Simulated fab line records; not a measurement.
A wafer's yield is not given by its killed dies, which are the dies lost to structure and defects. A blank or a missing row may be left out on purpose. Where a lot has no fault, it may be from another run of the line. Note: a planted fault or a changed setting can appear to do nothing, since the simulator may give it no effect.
Matching of chambers || flow nand-harc || 4 sister chambers for NHARC_A_CONTACT_ALD_18 on ald-metal-01
The step deposits TiN, target thk 3 nm, pulse time 1 s, ald cycles 150. 16 wafers are shown with their chamber, then 8 later ones without.

WAFERS WITH THEIR CHAMBER
{"wafer": "L078.2", "chamber": 0, "heater-power-w (W)": 1015, "precursor-pulse-height-rel": 1.018}
{"wafer": "L078.4", "chamber": 3, "heater-power-w (W)": 1031, "precursor-pulse-height-rel": 0.986}
{"wafer": "L078.5", "chamber": 2, "heater-power-w (W)": 1182, "precursor-pulse-height-rel": 0.987}
{"wafer": "L080.3", "chamber": 0, "heater-power-w (W)": 985, "precursor-pulse-height-rel": 1.022}
{"wafer": "L080.4", "chamber": 3, "heater-power-w (W)": 1010, "precursor-pulse-height-rel": 0.989}
{"wafer": "L080.6", "chamber": 2, "heater-power-w (W)": 1192, "precursor-pulse-height-rel": 1.043}
{"wafer": "L083.1", "chamber": 1, "heater-power-w (W)": 1132, "precursor-pulse-height-rel": 0.980}
{"wafer": "L083.2", "chamber": 0, "heater-power-w (W)": 1022, "precursor-pulse-height-rel": 0.977}
{"wafer": "L083.6", "chamber": 2, "heater-power-w (W)": 1182, "precursor-pulse-height-rel": 0.996}
{"wafer": "L086.1", "chamber": 2, "heater-power-w (W)": 1175, "precursor-pulse-height-rel": 0.980}
{"wafer": "L086.2", "chamber": 0, "heater-power-w (W)": 984, "precursor-pulse-height-rel": 1.027}
{"wafer": "L086.5", "chamber": 1, "heater-power-w (W)": 1172, "precursor-pulse-height-rel": 1.001}
{"wafer": "L089.1", "chamber": 0, "heater-power-w (W)": 1005, "precursor-pulse-height-rel": 0.977}
{"wafer": "L089.2", "chamber": 3, "heater-power-w (W)": 1031, "precursor-pulse-height-rel": 1.009}
{"wafer": "L089.3", "chamber": 2, "heater-power-w (W)": 1190, "precursor-pulse-height-rel": 0.995}
{"wafer": "L093.1", "chamber": 3, "heater-power-w (W)": 1024, "precursor-pulse-height-rel": 1.020}

SIGNATURES (means of the wafers above)
{"reading": "heater-power-w", "chamber 0": 1002.20, "chamber 1": 1152.00, "chamber 2": 1184.20, "chamber 3": 1024.00, "scatter within a chamber": 14.4}
{"reading": "precursor-pulse-height-rel", "chamber 0": 1.00420, "chamber 1": 0.99050, "chamber 2": 1.00020, "chamber 3": 1.00100, "scatter within a chamber": 0.0223}
Rule: distance of a wafer from a chamber = root of the sum over the readings of ((wafer's reading minus chamber's mean) / reading's scatter) squared. The wafer belongs to the nearest chamber; if the next one is less than 2 further off, it can't be placed. The scatter: the root of (the sum of the squares of (reading less its chamber's mean) over the shown wafers, divided by (wafers less chambers)).

WAFERS WITH NO CHAMBER GIVEN
{"wafer": "L093.3", "heater-power-w (W)": 1019, "precursor-pulse-height-rel": 0.994}
{"wafer": "L093.5", "heater-power-w (W)": 1166, "precursor-pulse-height-rel": 0.982}
{"wafer": "L094.1", "heater-power-w (W)": 1137, "precursor-pulse-height-rel": 1.008}
{"wafer": "L094.4", "heater-power-w (W)": 1137, "precursor-pulse-height-rel": 1.016}
{"wafer": "L094.5", "heater-power-w (W)": 1142, "precursor-pulse-height-rel": 0.999}
{"wafer": "L096.1", "heater-power-w (W)": 1026, "precursor-pulse-height-rel": 1.006}
{"wafer": "L096.2", "heater-power-w (W)": 1011, "precursor-pulse-height-rel": 0.995}
{"wafer": "L096.3", "heater-power-w (W)": 1126, "precursor-pulse-height-rel": 0.981}

WHICH CHAMBER EACH ONE RAN IN
{"wafer": "L093.3", "from the rows above": "can't be placed: 3 or 0", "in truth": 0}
{"wafer": "L093.5", "from the rows above": "can't be placed: 1 or 2", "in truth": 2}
{"wafer": "L094.1", "from the rows above": "can't be placed: 1 or 2", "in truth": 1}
{"wafer": "L094.4", "from the rows above": "can't be placed: 1 or 2", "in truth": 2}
{"wafer": "L094.5", "from the rows above": 1, "in truth": 1}
{"wafer": "L096.1", "from the rows above": "can't be placed: 3 or 0", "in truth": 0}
{"wafer": "L096.2", "from the rows above": "can't be placed: 0 or 3", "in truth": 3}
{"wafer": "L096.3", "from the rows above": 1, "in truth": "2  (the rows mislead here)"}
Placed correctly: 1 of 8. Can't be placed from these rows: 6 (the true chamber is among the candidates in 6). Placed wrongly: 1.
